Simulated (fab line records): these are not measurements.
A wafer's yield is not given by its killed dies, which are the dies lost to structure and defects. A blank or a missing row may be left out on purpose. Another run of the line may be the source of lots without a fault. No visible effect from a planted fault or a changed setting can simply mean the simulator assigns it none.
Which tool was responsible? -- flow n5Finfet -- 72 wafers from 24 lots sampled at 6 of the route's 1938 steps

== WHAT EACH GAUGE READ, for each wafer ==
The record lacks any reading of a measuring or inspecting step that a usual standard deviation could be used to judge.

== WHICH TOOL RAN EACH LOT (tool, then ch and the chambers of the sampled wafers, then the start) ==
lot,N5_BEOL_M11_ANNEAL_51,N5_BEOL_M12_DESCUM_15,N5_BEOL_M12_DESCUM_33,N5_BEOL_M12_STRIP_37,N5_BEOL_M12_SPUTTER_44,N5_BEOL_M12_CMP_49
L074,"rtpAnneal-01 ch 0, day 10 14:48","rieDiel-01 ch 0,3, day 10 16:11","rieDiel-03 ch 0,1,3, day 10 17:43","plasmaAsher-01 ch 0,1, day 10 18:16","pvdSputter-03, day 10 20:23","cmp-01 ch 2,3, day 10 21:18"
L075,"rtpAnneal-02 ch 0, day 10 21:40","rieDiel-05 ch 0,3, day 10 23:20","rieDiel-05 ch 1,3, day 11 00:56","plasmaAsher-01 ch 0,1, day 11 01:31","pvdSputter-01, day 11 03:11","cmp-01 ch 0,2, day 11 03:52"
L076,"rtpAnneal-01 ch 0, day 11 07:50","rieDiel-05 ch 0,1, day 11 09:17","rieDiel-05 ch 0,1,3, day 11 10:23","plasmaAsher-02 ch 0,1, day 11 11:00","pvdSputter-02, day 11 12:13","cmp-01 ch 1,2, day 11 12:53"
L077,"rtpAnneal-01 ch 0, day 11 08:50","rieDiel-03 ch 0,2,3, day 11 10:18","rieDiel-05 ch 0,1,3, day 11 11:23","plasmaAsher-01 ch 1, day 11 11:56","pvdSputter-02, day 11 13:15","cmp-03 ch 1,2, day 11 13:53"
L078,"rtpAnneal-02 ch 0, day 11 09:10","rieDiel-01 ch 1,3, day 11 10:36","rieDiel-05 ch 0,1,3, day 11 11:52","plasmaAsher-01 ch 0,1, day 11 12:25","pvdSputter-02, day 11 14:01","cmp-01 ch 0,1,2, day 11 14:39"
L079,"rtpAnneal-02 ch 0, day 12 05:47","rieDiel-01 ch 0,2,3, day 12 07:10","rieDiel-01 ch 2,3, day 12 08:14","plasmaAsher-01 ch 0,1, day 12 08:48","pvdSputter-01, day 12 09:43","cmp-01 ch 0,1,2, day 12 10:29"
L080,"rtpAnneal-02 ch 0, day 12 14:36","rieDiel-03 ch 2,3, day 12 15:49","rieDiel-03 ch 1,2,3, day 12 16:49","plasmaAsher-02 ch 0,1, day 12 17:24","pvdSputter-03, day 12 20:21","cmp-04 ch 0,2,3, day 12 21:06"
L081,"rtpAnneal-01 ch 0, day 12 17:49","rieDiel-01 ch 0,3, day 12 19:47","rieDiel-01 ch 0,2,3, day 12 20:47","plasmaAsher-01 ch 0,1, day 12 21:20","pvdSputter-02, day 12 23:28","cmp-03 ch 1,2,3, day 13 00:09"
L083,"rtpAnneal-02 ch 0, day 12 21:33","rieDiel-03 ch 1,2,3, day 12 23:57","rieDiel-03 ch 0,2,3, day 13 01:01","plasmaAsher-01 ch 0,1, day 13 01:34","pvdSputter-01, day 13 02:22","cmp-03 ch 0,2,3, day 13 03:01"
L082,"rtpAnneal-01 ch 0, day 13 18:23","rieDiel-05 ch 0,1,2, day 13 20:38","rieDiel-03 ch 1,2,3, day 13 22:24","plasmaAsher-01 ch 0,1, day 13 22:58","pvdSputter-02, day 13 23:24","cmp-03 ch 1,2, day 14 00:04"
L085,"rtpAnneal-01 ch 0, day 14 04:29","rieDiel-05 ch 0,1,2, day 14 05:49","rieDiel-03 ch 0,2, day 14 06:51","plasmaAsher-02 ch 0,1, day 14 07:24","pvdSputter-01, day 14 12:22","cmp-01 ch 0,1,2, day 14 13:00"
L084,"rtpAnneal-01 ch 0, day 14 13:20","rieDiel-01 ch 2,3, day 14 14:46","rieDiel-01 ch 1,2,3, day 14 15:40","plasmaAsher-01 ch 0,1, day 14 16:13","pvdSputter-01, day 14 20:31","cmp-03 ch 0,1,2, day 14 21:40"
L087,"rtpAnneal-01 ch 0, day 14 13:38","rieDiel-05 ch 1,2, day 14 15:08","rieDiel-01 ch 0,1,3, day 14 16:09","plasmaAsher-01 ch 0,1, day 14 16:43","pvdSputter-03, day 14 22:56","cmp-04 ch 0,1,2, day 14 23:47"
L088,"rtpAnneal-02 ch 0, day 14 13:38","rieDiel-03 ch 0,1,2, day 14 14:59","rieDiel-03 ch 0,2,3, day 14 15:53","plasmaAsher-01 ch 0,1, day 14 16:28","pvdSputter-02, day 14 22:31","cmp-04 ch 0,1,3, day 14 23:10"
L089,"rtpAnneal-01 ch 0, day 14 13:56","rieDiel-03 ch 0,2, day 14 15:20","rieDiel-05 ch 0,1, day 14 16:28","plasmaAsher-02 ch 0,1, day 14 17:02","pvdSputter-02, day 14 23:17","cmp-01 ch 0,3, day 14 23:59"
L090,"rtpAnneal-01 ch 0, day 14 14:40","rieDiel-05 ch 0,3, day 14 15:55","rieDiel-05 ch 0,1,3, day 14 16:58","plasmaAsher-02 ch 0,1, day 14 17:31","pvdSputter-02, day 14 23:41","cmp-04 ch 1,2,3, day 15 00:25"
L086,"rtpAnneal-01 ch 0, day 14 18:50","rieDiel-03 ch 0,2,3, day 14 20:16","rieDiel-05 ch 1,2,3, day 14 21:17","plasmaAsher-02 ch 0,1, day 14 21:51","pvdSputter-03, day 15 00:19","cmp-01 ch 0,1,3, day 15 00:57"
L092,"rtpAnneal-01 ch 0, day 15 15:38","rieDiel-05 ch 1,3, day 15 16:58","rieDiel-01 ch 2,3, day 15 17:59","plasmaAsher-01 ch 0,1, day 15 18:51","pvdSputter-01, day 15 21:16","cmp-04 ch 1,3, day 15 21:53"
L091,"rtpAnneal-01 ch 0, day 15 16:31","rieDiel-05 ch 0,2,3, day 15 17:47","rieDiel-03 ch 1,3, day 15 18:42","plasmaAsher-01 ch 0,1, day 15 19:16","pvdSputter-02, day 15 21:49","cmp-01 ch 0,2,3, day 15 22:35"
L093,"rtpAnneal-02 ch 0, day 16 00:17","rieDiel-03 ch 2,3, day 16 01:38","rieDiel-05 ch 0,1,3, day 16 02:41","plasmaAsher-01 ch 0,1, day 16 03:16","pvdSputter-03, day 16 04:02","cmp-03 ch 2,3, day 16 04:40"
L094,"rtpAnneal-02 ch 0, day 16 15:58","rieDiel-05 ch 0,1,2, day 16 17:19","rieDiel-01 ch 2,3, day 16 18:13","plasmaAsher-01 ch 0,1, day 16 18:48","pvdSputter-02, day 16 19:32","cmp-04 ch 0,1,3, day 16 20:22"
L095,"rtpAnneal-01 ch 0, day 16 17:31","rieDiel-05 ch 1,2,3, day 16 19:00","rieDiel-05 ch 1,2,3, day 16 19:55","plasmaAsher-01 ch 0,1, day 16 20:28","pvdSputter-03, day 17 00:00","cmp-01 ch 0,1,2, day 17 00:49"
L097,"rtpAnneal-02 ch 0, day 17 01:02","rieDiel-05 ch 2,3, day 17 02:32","rieDiel-01 ch 1,3, day 17 03:37","plasmaAsher-01 ch 0,1, day 17 04:10","pvdSputter-02, day 17 06:58","cmp-01 ch 1,3, day 17 07:38"
L096,"rtpAnneal-02 ch 0, day 17 01:37","rieDiel-05 ch 0,1,2, day 17 02:58","rieDiel-03 ch 0,2,3, day 17 03:52","plasmaAsher-02 ch 0,1, day 17 04:26","pvdSputter-03, day 17 09:34","cmp-03 ch 0,2,3, day 17 11:01"
- N5_BEOL_M11_ANNEAL_51: time 90 s.
- N5_BEOL_M12_DESCUM_15: chemistry O2, time 7.9 s.
- N5_BEOL_M12_DESCUM_33: chemistry O2, time 7.9 s.
- N5_BEOL_M12_STRIP_37: strips in N2/H2.
- N5_BEOL_M12_SPUTTER_44: material Ta, target thk 10 nm, time 16.13 s.
- N5_BEOL_M12_CMP_49: polishes, stops on SiOC, t overpolish 20.6 s, target thk 320 nm.

== WHAT THE TOOLS THEMSELVES READ (means of the sampled wafers that have a number; where no wafer has one, the mark that the record gives instead) ==
N5_BEOL_M11_ANNEAL_51. Usual: 225.89 for wafer_temp_C_max, sd 0.27.
lot,tool,wafer_temp_C_max,flag
L074,rtpAnneal-01,225.79,
L075,rtpAnneal-02,225.91,
L076,rtpAnneal-01,225.69,
L077,rtpAnneal-01,225.79,
L078,rtpAnneal-02,225.63,
L079,rtpAnneal-02,226.47,
L080,rtpAnneal-02,226.22,
L081,rtpAnneal-01,225.79,
L083,rtpAnneal-02,226.19,
L082,rtpAnneal-01,225.67,
L085,rtpAnneal-01,225.68,
L084,rtpAnneal-01,225.63,
L087,rtpAnneal-01,226.03,
L088,rtpAnneal-02,226.04,
L089,rtpAnneal-01,225.85,
L090,rtpAnneal-01,225.78,
L086,rtpAnneal-01,225.75,
L092,rtpAnneal-01,225.77,
L091,rtpAnneal-01,225.78,
L093,rtpAnneal-02,226.19,
L094,rtpAnneal-02,226.02,
L095,rtpAnneal-01,225.76,
L097,rtpAnneal-02,225.89,
L096,rtpAnneal-02,226.02,

N5_BEOL_M12_DESCUM_15. Usual: drypumpMotorCurrentA 5.6 A, standard deviation 0.49; oesProductAu 0.82 a.u., standard deviation 0.078; rfVppV 243.3 V, standard deviation 1.5; showerheadPlenumPTorr 2.11 Torr, standard deviation 0.075; throttleValvePct 20.42 %, standard deviation 0.25.
lot,tool,drypumpMotorCurrentA (A),oesProductAu (a.u.),rfVppV (V),showerheadPlenumPTorr (Torr),throttleValvePct (%),flag
L074,rieDiel-01,5.7,0.79,243.6,2.12,20.35,
L075,rieDiel-05,5.2,0.85,243.2,2.11,20.15,
L076,rieDiel-05,5.3,0.79,242.0,2.07,20.56,
L077,rieDiel-03,5.6,0.78,243.5,2.13,20.52,
L078,rieDiel-01,5.2,0.69,244.0,2.14,20.69,
L079,rieDiel-01,5.8,0.84,244.2,2.17,20.52,
L080,rieDiel-03,5.6,0.79,245.3,2.20,20.38,
L081,rieDiel-01,5.7,0.83,243.2,2.12,20.45,
L083,rieDiel-03,5.5,0.83,245.5,2.20,20.30,
L082,rieDiel-05,5.3,0.86,243.4,2.07,20.47,
L085,rieDiel-05,5.4,0.86,241.9,2.07,20.48,
L084,rieDiel-01,5.8,0.82,245.1,2.21,20.63,
L087,rieDiel-05,5.7,0.83,241.5,2.04,20.66,
L088,rieDiel-03,5.5,0.79,244.6,2.12,20.46,
L089,rieDiel-03,5.8,0.77,243.6,2.13,20.48,
L090,rieDiel-05,5.8,0.84,242.6,2.08,20.14,
L086,rieDiel-03,5.6,0.75,243.4,2.12,20.56,
L092,rieDiel-05,6.1,0.80,242.1,2.05,20.32,
L091,rieDiel-05,5.6,0.86,242.6,2.08,20.27,
L093,rieDiel-03,5.6,0.75,244.1,2.19,20.43,
L094,rieDiel-05,5.3,0.82,241.8,2.07,20.51,
L095,rieDiel-05,5.9,0.82,241.9,2.04,20.47,
L097,rieDiel-05,6.1,0.86,242.6,2.05,20.25,
L096,rieDiel-05,5.4,0.82,243.4,2.07,20.51,

N5_BEOL_M12_DESCUM_33. Usual: drypumpMotorCurrentA 5.6 A, standard deviation 0.46; oesProductAu 0.81 a.u., standard deviation 0.075; rfVppV 243.5 V, standard deviation 1.4; showerheadPlenumPTorr 2.12 Torr, standard deviation 0.078; throttleValvePct 20.44 %, standard deviation 0.25.
lot,tool,drypumpMotorCurrentA (A),oesProductAu (a.u.),rfVppV (V),showerheadPlenumPTorr (Torr),throttleValvePct (%),flag
L074,rieDiel-03,5.3,0.80,243.7,2.13,20.48,
L075,rieDiel-05,6.1,0.83,241.7,2.06,20.29,
L076,rieDiel-05,5.5,0.82,242.0,2.08,20.33,
L077,rieDiel-05,5.5,0.82,243.8,2.08,20.33,
L078,rieDiel-05,5.5,0.81,242.5,2.08,20.34,
L079,rieDiel-01,5.7,0.79,243.9,2.16,20.45,
L080,rieDiel-03,5.5,0.82,244.7,2.20,20.28,
L081,rieDiel-01,5.8,0.83,243.4,2.16,20.52,
L083,rieDiel-03,5.6,0.76,243.8,2.12,20.54,
L082,rieDiel-03,5.5,0.81,244.6,2.20,20.31,
L085,rieDiel-03,5.8,0.77,243.3,2.13,20.49,
L084,rieDiel-01,5.5,0.83,243.9,2.17,20.52,
L087,rieDiel-01,5.5,0.82,243.4,2.12,20.45,
L088,rieDiel-03,5.6,0.75,243.6,2.12,20.56,
L089,rieDiel-05,5.0,0.79,243.4,2.09,20.40,
L090,rieDiel-05,5.5,0.80,243.1,2.07,20.36,
L086,rieDiel-05,5.9,0.86,242.9,2.05,20.46,
L092,rieDiel-01,5.8,0.80,244.7,2.20,20.64,
L091,rieDiel-03,5.3,0.77,244.8,2.18,20.42,
L093,rieDiel-05,5.5,0.79,242.0,2.07,20.38,
L094,rieDiel-01,5.8,0.79,244.4,2.20,20.65,
L095,rieDiel-05,5.9,0.82,242.8,2.04,20.47,
L097,rieDiel-01,5.4,0.75,243.5,2.10,20.40,
L096,rieDiel-03,5.6,0.83,245.2,2.20,20.43,

N5_BEOL_M12_STRIP_37. Usual: drypumpMotorCurrentA 5.5 A, standard deviation 0.33; heaterPowerW 338 W, standard deviation 28; oesProductAu 0.790 a.u., standard deviation 0.011.
lot,tool,drypumpMotorCurrentA (A),heaterPowerW (W),oesProductAu (a.u.),flag
L074,plasmaAsher-01,5.7,323,0.792,
L075,plasmaAsher-01,5.7,314,0.785,
L076,plasmaAsher-02,5.1,374,0.791,
L077,plasmaAsher-01,5.7,303,0.810,
L078,plasmaAsher-01,5.7,329,0.788,
L079,plasmaAsher-01,5.7,332,0.797,
L080,plasmaAsher-02,4.9,373,0.789,
L081,plasmaAsher-01,5.7,321,0.793,
L083,plasmaAsher-01,5.7,319,0.789,
L082,plasmaAsher-01,5.7,314,0.788,
L085,plasmaAsher-02,4.9,375,0.789,
L084,plasmaAsher-01,5.7,319,0.789,
L087,plasmaAsher-01,5.7,330,0.790,
L088,plasmaAsher-01,5.7,318,0.794,
L089,plasmaAsher-02,4.9,374,0.778,
L090,plasmaAsher-02,5.0,382,0.789,
L086,plasmaAsher-02,4.9,371,0.789,
L092,plasmaAsher-01,5.7,325,0.795,
L091,plasmaAsher-01,5.6,325,0.793,
L093,plasmaAsher-01,5.7,329,0.797,
L094,plasmaAsher-01,5.6,315,0.788,
L095,plasmaAsher-01,5.7,320,0.788,
L097,plasmaAsher-01,5.7,313,0.793,
L096,plasmaAsher-02,5.0,382,0.790,

N5_BEOL_M12_SPUTTER_44. Usual: 29.8 % for throttleValvePct, sd 1.
lot,tool,throttleValvePct (%),flag
L074,pvdSputter-03,30.1,
L075,pvdSputter-01,30.0,
L076,pvdSputter-02,29.7,
L077,pvdSputter-02,29.2,
L078,pvdSputter-02,29.9,
L079,pvdSputter-01,29.6,
L080,pvdSputter-03,29.1,
L081,pvdSputter-02,29.4,
L083,pvdSputter-01,30.2,
L082,pvdSputter-02,29.3,
L085,pvdSputter-01,30.1,
L084,pvdSputter-01,29.8,
L087,pvdSputter-03,28.6,
L088,pvdSputter-02,30.0,
L089,pvdSputter-02,29.4,
L090,pvdSputter-02,30.0,
L086,pvdSputter-03,29.7,
L092,pvdSputter-01,30.1,
L091,pvdSputter-02,29.2,
L093,pvdSputter-03,30.7,
L094,pvdSputter-02,29.0,
L095,pvdSputter-03,29.7,
L097,pvdSputter-02,30.1,
L096,pvdSputter-03,30.2,

N5_BEOL_M12_CMP_49. Usual: barrierFieldEndpointS 30.6 s, standard deviation 0.97; headPressurePsi 0.9998 psi, standard deviation 0.0021; motorCurrentA 5.9 A, standard deviation 0.77; overpolishRunS 20.600 s, standard deviation 0.0089; slurryFlowMlMin 150.0, standard deviation 0.51.
lot,tool,barrierFieldEndpointS (s),headPressurePsi (psi),motorCurrentA (A),overpolishRunS (s),slurryFlowMlMin,flag
L074,cmp-01,29.5,1.0001,5.9,20.595,151.0,
L075,cmp-01,29.7,0.9981,5.5,20.611,149.5,
L076,cmp-01,29.3,0.9994,5.2,20.594,150.2,
L077,cmp-03,29.1,0.9984,6.5,20.601,149.9,
L078,cmp-01,29.4,0.9994,5.4,20.607,150.1,
L079,cmp-01,31.0,0.9989,5.4,20.597,149.9,
L080,cmp-04,31.4,0.9996,6.0,20.589,149.7,
L081,cmp-03,30.6,1.0009,6.3,20.609,150.2,
L083,cmp-03,30.4,0.9990,6.3,20.602,149.8,
L082,cmp-03,30.7,1.0024,6.9,20.607,150.2,
L085,cmp-01,30.4,1.0015,5.5,20.591,150.1,
L084,cmp-03,30.5,0.9995,6.4,20.605,150.5,
L087,cmp-04,31.2,1.0003,6.4,20.596,149.8,
L088,cmp-04,31.0,1.0001,6.2,20.602,150.0,
L089,cmp-01,30.9,1.0033,6.1,20.607,150.0,
L090,cmp-04,31.9,1.0015,6.3,20.603,149.9,
L086,cmp-01,30.9,0.9998,5.8,20.605,149.9,
L092,cmp-04,32.0,0.9996,6.6,20.597,150.2,
L091,cmp-01,29.4,1.0001,5.9,20.601,149.8,
L093,cmp-03,30.4,0.9989,5.9,20.592,150.4,
L094,cmp-04,31.9,0.9999,6.0,20.594,150.2,
L095,cmp-01,29.7,0.9996,5.7,20.595,150.3,
L097,cmp-01,30.0,1.0000,5.4,20.599,150.2,
L096,cmp-03,30.4,1.0002,6.2,20.599,149.8,

== THE ANSWER, worked out from the rows above alone ==
Rule: take the mean of a lot's wafers that have a number; if it is more than 3 standard deviations from the usual mean, the lot is off. Also off: a lot with no number at a reading for which 4 or more lots have one. Any other lot the step has rows for is counted as sound. First the gauges in route order, then the tools' own readings, where a lot's mean is used as printed above. The first step at which some lot is off is used, and at that step the reading that is off furthest; a lot without a number counts as furthest.
No lot is off at any reading shown: from this, nothing can be told.

== WHAT HAD BEEN PUT IN BY THE SIMULATOR ==
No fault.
